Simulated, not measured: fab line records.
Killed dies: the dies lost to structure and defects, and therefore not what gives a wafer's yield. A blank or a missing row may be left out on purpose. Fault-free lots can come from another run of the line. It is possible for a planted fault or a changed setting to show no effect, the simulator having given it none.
Which tool is to blame?	flow n5_finfet	69 wafers from 23 lots sampled at 6 of the route's 1938 steps

WHAT EACH GAUGE READ, for each wafer
The record holds no reading of a measuring or inspecting step that can be judged against a usual standard deviation.

WHAT TOOL EACH LOT RAN ON (gives the tool, then ch and the chambers of the sampled wafers, and finally the start)
lot	N5_BEOL_M1_ETCH_41	N5_BEOL_M1_ANNEAL_82	N5_BEOL_M1_SPUTTER_90	N5_BEOL_M2_HM_DEP_02	N5_BEOL_M2_ETCH_77	N5_BEOL_M2_TRENCH_ETCH_37
L074	rie_diel-01 ch 0,1,2, day 6 06:49 or earlier	pvd_sputter-02, day 6 06:49	pvd_sputter-02, day 6 07:24	pvd_sputter-01, day 6 12:32	rie_diel-05 ch 0,1, day 6 15:04	rie_diel-06 ch 1,2,3, no start
L075	rie_diel-02 ch 1,3, day 6 17:58 or earlier	pvd_sputter-01, day 6 17:58	pvd_sputter-01, day 6 18:32	pvd_sputter-01, day 6 21:26	rie_diel-05 ch 2,3, day 7 00:09	rie_diel-06 ch 0,3, no start
L076	rie_diel-04 ch 2,3, day 6 21:10 or earlier	pvd_sputter-02, day 6 21:10	pvd_sputter-02, day 6 21:44	pvd_sputter-02, day 7 01:04	rie_diel-05 ch 0,3, day 7 03:06	rie_diel-03 ch 2,3, no start
L077	rie_diel-01 ch 0,3, day 7 16:13 or earlier	pvd_sputter-03, day 7 16:13	pvd_sputter-03, day 7 16:48	pvd_sputter-03, day 7 19:36	rie_diel-03 ch 0,1, day 7 21:09	rie_diel-05 ch 0,1,2, no start
L079	rie_diel-04 ch 0,1, day 7 19:47 or earlier	pvd_sputter-01, day 7 19:47	pvd_sputter-01, day 7 20:22	pvd_sputter-03, day 7 23:10	rie_diel-05 ch 0,2,3, day 8 01:07	rie_diel-03 ch 1,2,3, no start
L078	rie_diel-02 ch 0,1, day 7 20:43 or earlier	pvd_sputter-03, day 7 20:43	pvd_sputter-03, day 7 21:18	pvd_sputter-01, day 7 23:45	rie_diel-03 ch 0,1,2, day 8 02:13	rie_diel-05 ch 1,3, no start
L080	rie_diel-04 ch 0,3, day 7 20:55 or earlier	pvd_sputter-02, day 7 20:55	pvd_sputter-02, day 7 21:29	pvd_sputter-03, day 7 23:59	rie_diel-06 ch 0,1,3, day 8 02:37	rie_diel-06 ch 0,3, no start
L081	rie_diel-02 ch 2,3, day 8 03:56 or earlier	pvd_sputter-02, day 8 03:56	pvd_sputter-02, day 8 04:31	pvd_sputter-01, day 8 06:48	rie_diel-03 ch 2,3, day 8 08:15	rie_diel-05 ch 0,3, no start
L082	rie_diel-04 ch 1,2,3, day 8 04:53 or earlier	pvd_sputter-03, day 8 04:53	pvd_sputter-03, day 8 05:28	pvd_sputter-03, day 8 08:05	rie_diel-03 ch 0,1, day 8 09:40	rie_diel-06 ch 0,1, no start
L083	rie_diel-01 ch 0,2,3, day 8 12:40 or earlier	pvd_sputter-03, day 8 12:40	pvd_sputter-03, day 8 13:15	pvd_sputter-02, day 8 15:24	rie_diel-06 ch 0,1,2, day 8 17:16	rie_diel-03 ch 0,2,3, no start
L084	rie_diel-04 ch 0,2,3, day 8 16:01 or earlier	pvd_sputter-02, day 8 16:01	pvd_sputter-02, day 8 16:36	pvd_sputter-02, day 8 18:58	rie_diel-05 ch 0,2,3, day 8 20:39	rie_diel-05 ch 0,2,3, no start
L085	rie_diel-02 ch 1,2,3, day 9 02:35 or earlier	pvd_sputter-03, day 9 02:35	pvd_sputter-03, day 9 03:10	pvd_sputter-03, day 9 06:07	rie_diel-06 ch 1,2,3, day 9 07:43	rie_diel-06 ch 0,1,3, no start
L086	rie_diel-01 ch 1,2,3, day 9 04:56 or earlier	pvd_sputter-02, day 9 04:56	pvd_sputter-02, day 9 05:31	pvd_sputter-01, day 9 11:05	rie_diel-03 ch 1,2,3, day 9 12:49	rie_diel-03 ch 0,2,3, no start
L087	rie_diel-02 ch 2,3, day 9 15:14 or earlier	pvd_sputter-02, day 9 15:14	pvd_sputter-02, day 9 15:49	pvd_sputter-02, day 9 18:42	rie_diel-05 ch 0,3, day 10 00:59	rie_diel-06 ch 1,2,3, no start
L088	rie_diel-01 ch 0,1,3, day 10 01:40 or earlier	pvd_sputter-02, day 10 01:40	pvd_sputter-02, day 10 02:15	pvd_sputter-03, day 10 05:02	rie_diel-03 ch 2,3, day 10 06:53	rie_diel-05 ch 0,2, no start
L089	rie_diel-01 ch 0,1, day 10 06:25 or earlier	pvd_sputter-01, day 10 06:25	pvd_sputter-01, day 10 06:59	pvd_sputter-03, day 10 10:48	rie_diel-03 ch 1,3, day 10 12:29	rie_diel-06 ch 2,3, no start
L090	rie_diel-02 ch 0,2,3, day 10 07:25 or earlier	pvd_sputter-02, day 10 07:25	pvd_sputter-02, day 10 07:59	pvd_sputter-02, day 10 11:16	rie_diel-03 ch 1,3, day 10 12:46	rie_diel-03 ch 1,2,3, no start
L091	rie_diel-02 ch 0,1,3, day 10 09:13 or earlier	pvd_sputter-03, day 10 09:13	pvd_sputter-03, day 10 09:48	pvd_sputter-02, day 10 12:16	rie_diel-03 ch 1,2,3, day 10 13:59	rie_diel-05 ch 0,1,2, no start
L092	rie_diel-02 ch 0,1,3, day 10 20:34 or earlier	pvd_sputter-01, day 10 20:34	pvd_sputter-01, day 10 21:08	pvd_sputter-01, day 10 23:07	rie_diel-03 ch 0,2,3, day 11 00:58	rie_diel-03 ch 0,2,3, no start
L093	rie_diel-01 ch 1,2, day 11 02:42 or earlier	pvd_sputter-03, day 11 02:42	pvd_sputter-03, day 11 03:17	pvd_sputter-01, day 11 06:38	rie_diel-06 ch 0,2,3, day 11 08:16	rie_diel-06 ch 0,2, no start
L094	rie_diel-04 ch 0,3, day 11 08:22 or earlier	pvd_sputter-01, day 11 08:22	pvd_sputter-01, day 11 08:56	pvd_sputter-01, day 11 11:13	rie_diel-05 ch 0,1,2, day 11 12:45	rie_diel-06 ch 0,2,3, no start
L096	rie_diel-01 ch 1,2, day 11 16:45 or earlier	pvd_sputter-03, day 11 16:45	pvd_sputter-03, day 11 17:20	pvd_sputter-01, day 11 20:15	rie_diel-03 ch 0,1, day 11 21:57	rie_diel-06 ch 0,1,2, no start
L097	rie_diel-04 ch 0,2, day 12 00:25 or earlier	pvd_sputter-03, day 12 00:25	pvd_sputter-03, day 12 01:00	pvd_sputter-01, day 12 03:39	rie_diel-06 ch 2,3, day 12 05:12	rie_diel-03 ch 2,3, no start
- N5_BEOL_M1_ETCH_41: etches SiCN in CH3F/O2, target depth 31.9 nm, time 57.8 s.
- N5_BEOL_M1_ANNEAL_82: time 240 s.
- N5_BEOL_M1_SPUTTER_90: material Cu, target thk 4.5 nm, time 8.29 s.
- N5_BEOL_M2_HM_DEP_02: deposits TiN, target thk 20 nm.
- N5_BEOL_M2_ETCH_77: etches underlayer in N2/H2, target depth 6.5 nm, time 5.2 s.
- N5_BEOL_M2_TRENCH_ETCH_37: etches SiOC in C4F6/O2, target depth 55.555 nm, time 29.2 s.

WHAT THE TOOLS THEMSELVES READ (means of the sampled wafers that have a number; where no wafer has one, the mark that the record gives instead)
N5_BEOL_M1_ETCH_41. Usual: bias_w 74.98 W, standard deviation 0.22; drypump_motor_current_A 5.4 A, standard deviation 0.45; oes_product_au 0.80 a.u., standard deviation 0.11; rf_vpp_V 297.7 V, standard deviation 1.7; showerhead_plenum_p_Torr 2.02 Torr, standard deviation 0.072; throttle_valve_pct 16.25 %, standard deviation 0.25.
lot	tool	bias_w (W)	drypump_motor_current_A (A)	oes_product_au (a.u.)	rf_vpp_V (V)	showerhead_plenum_p_Torr (Torr)	throttle_valve_pct (%)	flag
L074	rie_diel-01	75.09	5.6	0.76	298.5	2.03	16.33	
L075	rie_diel-02	74.95	5.4	0.81	299.8	2.05	16.40	
L076	rie_diel-04	75.31	5.1	0.86	298.3	2.06	16.28	
L077	rie_diel-01	74.66	5.4	0.81	298.8	2.10	16.26	
L079	rie_diel-04	75.01	5.2	0.78	297.8	2.02	16.24	
L078	rie_diel-02	75.09	5.9	0.73	299.9	2.08	16.40	
L080	rie_diel-04	75.07	5.7	0.79	295.0	1.91	16.42	
L081	rie_diel-02	74.96	5.0	0.77	297.1	1.98	16.28	
L082	rie_diel-04	75.06	5.2	0.76	298.0	2.02	16.36	
L083	rie_diel-01	74.83	5.5	0.75	298.9	2.06	16.36	
L084	rie_diel-04	74.94	5.3	0.85	297.8	1.99	16.26	
L085	rie_diel-02	74.84	5.2	0.77	297.3	2.01	16.37	
L086	rie_diel-01	75.01	5.7	0.80	297.2	2.01	16.20	
L087	rie_diel-02	75.04	5.1	0.80	297.0	1.96	16.31	
L088	rie_diel-01	74.90	5.7	0.83	298.2	2.04	16.13	
L089	rie_diel-01	75.00	5.8	0.93	297.3	2.01	15.94	
L090	rie_diel-02	75.11	5.5	0.82	297.0	2.00	16.12	
L091	rie_diel-02	74.87	5.7	0.84	298.0	2.03	16.19	
L092	rie_diel-02	75.08	5.7	0.83	297.9	2.03	16.20	
L093	rie_diel-01	75.09	5.8	0.88	296.0	1.97	16.04	
L094	rie_diel-04	74.88	5.8	0.75	295.1	1.90	16.46	
L096	rie_diel-01	75.11	5.8	0.86	296.5	1.97	16.04	
L097	rie_diel-04	74.66	4.9	0.87	298.2	2.07	16.16	

N5_BEOL_M1_ANNEAL_82. Usual: heater_power_w reads 912 W (standard deviation 130).
lot	tool	heater_power_w (W)	flag
L074	pvd_sputter-02	875	
L075	pvd_sputter-01	921	
L076	pvd_sputter-02	973	
L077	pvd_sputter-03	902	
L079	pvd_sputter-01	981	
L078	pvd_sputter-03	949	
L080	pvd_sputter-02	1069	
L081	pvd_sputter-02	983	
L082	pvd_sputter-03	795	
L083	pvd_sputter-03	814	
L084	pvd_sputter-02	841	
L085	pvd_sputter-03	809	
L086	pvd_sputter-02	948	
L087	pvd_sputter-02	940	
L088	pvd_sputter-02	824	
L089	pvd_sputter-01	931	
L090	pvd_sputter-02	932	
L091	pvd_sputter-03	880	
L092	pvd_sputter-01	917	
L093	pvd_sputter-03	877	
L094	pvd_sputter-01	928	
L096	pvd_sputter-03	774	
L097	pvd_sputter-03	811	

N5_BEOL_M1_SPUTTER_90. Usual: throttle_valve_pct reads 30.2 % (standard deviation 1.1).
lot	tool	throttle_valve_pct (%)	flag
L074	pvd_sputter-02	31.3	
L075	pvd_sputter-01	30.7	
L076	pvd_sputter-02	30.1	
L077	pvd_sputter-03	28.9	
L079	pvd_sputter-01	31.2	
L078	pvd_sputter-03	30.1	
L080	pvd_sputter-02	29.7	
L081	pvd_sputter-02	30.6	
L082	pvd_sputter-03	30.2	
L083	pvd_sputter-03	29.4	
L084	pvd_sputter-02	30.7	
L085	pvd_sputter-03	29.3	
L086	pvd_sputter-02	30.3	
L087	pvd_sputter-02	30.2	
L088	pvd_sputter-02	30.6	
L089	pvd_sputter-01	30.5	
L090	pvd_sputter-02	30.4	
L091	pvd_sputter-03	29.5	
L092	pvd_sputter-01	30.6	
L093	pvd_sputter-03	29.8	
L094	pvd_sputter-01	30.7	
L096	pvd_sputter-03	30.6	
L097	pvd_sputter-03	30.0	

N5_BEOL_M2_HM_DEP_02. Usual: throttle_valve_pct reads 30.3 % (standard deviation 1).
lot	tool	throttle_valve_pct (%)	flag
L074	pvd_sputter-01	30.7	
L075	pvd_sputter-01	31.3	
L076	pvd_sputter-02	30.4	
L077	pvd_sputter-03	30.4	
L079	pvd_sputter-03	30.6	
L078	pvd_sputter-01	30.3	
L080	pvd_sputter-03	28.8	
L081	pvd_sputter-01	31.2	
L082	pvd_sputter-03	29.4	
L083	pvd_sputter-02	30.2	
L084	pvd_sputter-02	30.6	
L085	pvd_sputter-03	30.5	
L086	pvd_sputter-01	30.6	
L087	pvd_sputter-02	29.7	
L088	pvd_sputter-03	29.5	
L089	pvd_sputter-03	30.9	
L090	pvd_sputter-02	30.1	
L091	pvd_sputter-02	30.5	
L092	pvd_sputter-01	30.6	
L093	pvd_sputter-01	30.4	
L094	pvd_sputter-01	30.5	
L096	pvd_sputter-01	30.6	
L097	pvd_sputter-01	30.9	

N5_BEOL_M2_ETCH_77. Usual: for bias_w, 150.0 W with a standard deviation of 0.46; for drypump_motor_current_A, 5.6 A with a standard deviation of 0.4; for etch_rf_on_time_s, 5.12 s with a standard deviation of 0.12; for oes_product_au, 0.69 a.u. with a standard deviation of 0.08; for rf_vpp_V, 523.4 V with a standard deviation of 2.7; for showerhead_plenum_p_Torr, 2.52 Torr with a standard deviation of 0.08; for throttle_valve_pct, 17.81 % with a standard deviation of 0.18.
lot	tool	bias_w (W)	drypump_motor_current_A (A)	etch_rf_on_time_s (s)	oes_product_au (a.u.)	rf_vpp_V (V)	showerhead_plenum_p_Torr (Torr)	throttle_valve_pct (%)	flag
L074	rie_diel-05	150.0	5.5	5.12	0.63	523.0	2.53	17.86	
L075	rie_diel-05	149.5	5.5	5.02	0.71	525.3	2.58	17.62	
L076	rie_diel-05	149.8	5.4	4.99	0.77	523.3	2.50	17.87	
L077	rie_diel-03	149.7	5.8	5.00	0.75	523.0	2.50	17.78	
L079	rie_diel-05	150.2	5.5	5.06	0.69	524.4	2.55	17.76	
L078	rie_diel-03	149.9	5.9	5.03	0.73	523.4	2.50	17.87	
L080	rie_diel-06	150.0	5.6	5.23	0.62	523.0	2.52	17.76	
L081	rie_diel-03	150.1	6.0	5.06	0.67	519.5	2.45	17.92	
L082	rie_diel-03	149.9	5.9	5.04	0.74	523.7	2.50	17.78	
L083	rie_diel-06	150.3	5.4	5.29	0.69	526.9	2.62	17.67	
L084	rie_diel-05	150.4	5.5	4.99	0.68	523.1	2.54	17.77	
L085	rie_diel-06	149.9	5.8	5.22	0.68	525.4	2.55	17.59	
L086	rie_diel-03	149.7	5.7	5.09	0.73	523.0	2.51	17.89	
L087	rie_diel-05	149.9	5.4	5.02	0.71	522.6	2.49	17.90	
L088	rie_diel-03	150.2	6.0	5.10	0.66	520.8	2.45	17.94	
L089	rie_diel-03	149.9	5.5	5.16	0.74	523.2	2.52	17.82	
L090	rie_diel-03	149.9	5.4	5.09	0.76	524.2	2.56	17.86	
L091	rie_diel-03	150.2	5.7	5.10	0.71	524.1	2.51	17.90	
L092	rie_diel-03	150.1	6.0	5.05	0.68	520.9	2.45	17.87	
L093	rie_diel-06	150.1	5.7	5.32	0.73	522.8	2.57	17.69	
L094	rie_diel-05	149.8	5.5	5.11	0.61	524.3	2.54	17.84	
L096	rie_diel-03	149.7	5.8	5.00	0.71	522.4	2.49	17.82	
L097	rie_diel-06	150.2	6.2	5.31	0.64	523.8	2.50	17.73	

N5_BEOL_M2_TRENCH_ETCH_37. Usual: bias_w 185.0 W, standard deviation 0.58; drypump_motor_current_A 5.6 A, standard deviation 0.44; oes_product_au 0.80 a.u., standard deviation 0.091; rf_vpp_V 667 V, standard deviation 12; showerhead_plenum_p_Torr 2.82 Torr, standard deviation 0.088; throttle_valve_pct 20.81 %, standard deviation 0.16.
lot	tool	bias_w (W)	drypump_motor_current_A (A)	oes_product_au (a.u.)	rf_vpp_V (V)	showerhead_plenum_p_Torr (Torr)	throttle_valve_pct (%)	flag
L074	rie_diel-06	185.4	5.8	0.73	657	2.75	20.70	
L075	rie_diel-06	184.6	5.9	0.72	671	2.80	20.89	
L076	rie_diel-03	185.5	6.0	0.81	666	2.75	20.82	
L077	rie_diel-05	184.9	5.5	0.73	664	2.87	20.79	
L079	rie_diel-03	185.1	5.7	0.88	674	2.81	20.82	
L078	rie_diel-05	185.0	5.2	0.79	668	2.82	20.90	
L080	rie_diel-06	185.7	5.5	0.70	678	2.85	20.98	
L081	rie_diel-05	185.2	5.4	0.85	664	2.81	20.93	
L082	rie_diel-06	185.5	5.1	0.72	676	2.89	20.87	
L083	rie_diel-03	185.1	6.0	0.81	666	2.76	20.86	
L084	rie_diel-05	184.6	5.5	0.79	669	2.86	20.82	
L085	rie_diel-06	185.4	5.6	0.72	669	2.82	20.82	
L086	rie_diel-03	185.6	6.0	0.79	666	2.75	20.87	
L087	rie_diel-06	185.4	5.9	0.79	661	2.85	20.65	
L088	rie_diel-05	185.0	5.7	0.73	671	2.91	20.73	
L089	rie_diel-06	185.1	6.1	0.77	662	2.82	20.75	
L090	rie_diel-03	184.9	5.7	0.83	675	2.79	20.85	
L091	rie_diel-05	184.5	5.5	0.72	664	2.86	20.83	
L092	rie_diel-03	185.1	6.0	0.79	666	2.75	20.89	
L093	rie_diel-06	184.4	5.2	0.94	674	2.94	20.64	
L094	rie_diel-06	184.8	5.7	0.84	668	2.87	20.71	
L096	rie_diel-06	184.5	5.4	0.85	666	2.91	20.61	
L097	rie_diel-03	185.5	5.8	0.80	668	2.75	20.86	

THE ANSWER, worked out from the rows above alone
Rule: a lot is off if the mean of its wafers that have a number lies more than 3 standard deviations from the usual mean. A lot without any number at a reading at which 4 lots or more have one is off too. Where the step has rows for the other lots, those lots are counted as sound. Order of review: gauges by route order, followed by the tools' own readings, for which a lot's mean as printed above is used. The first step at which some lot is off is used, and at that step the reading that is off furthest; a lot without a number counts as furthest.
No lot is off on any of the readings shown, so nothing can be concluded from this.

WHAT THE SIMULATOR PUT IN
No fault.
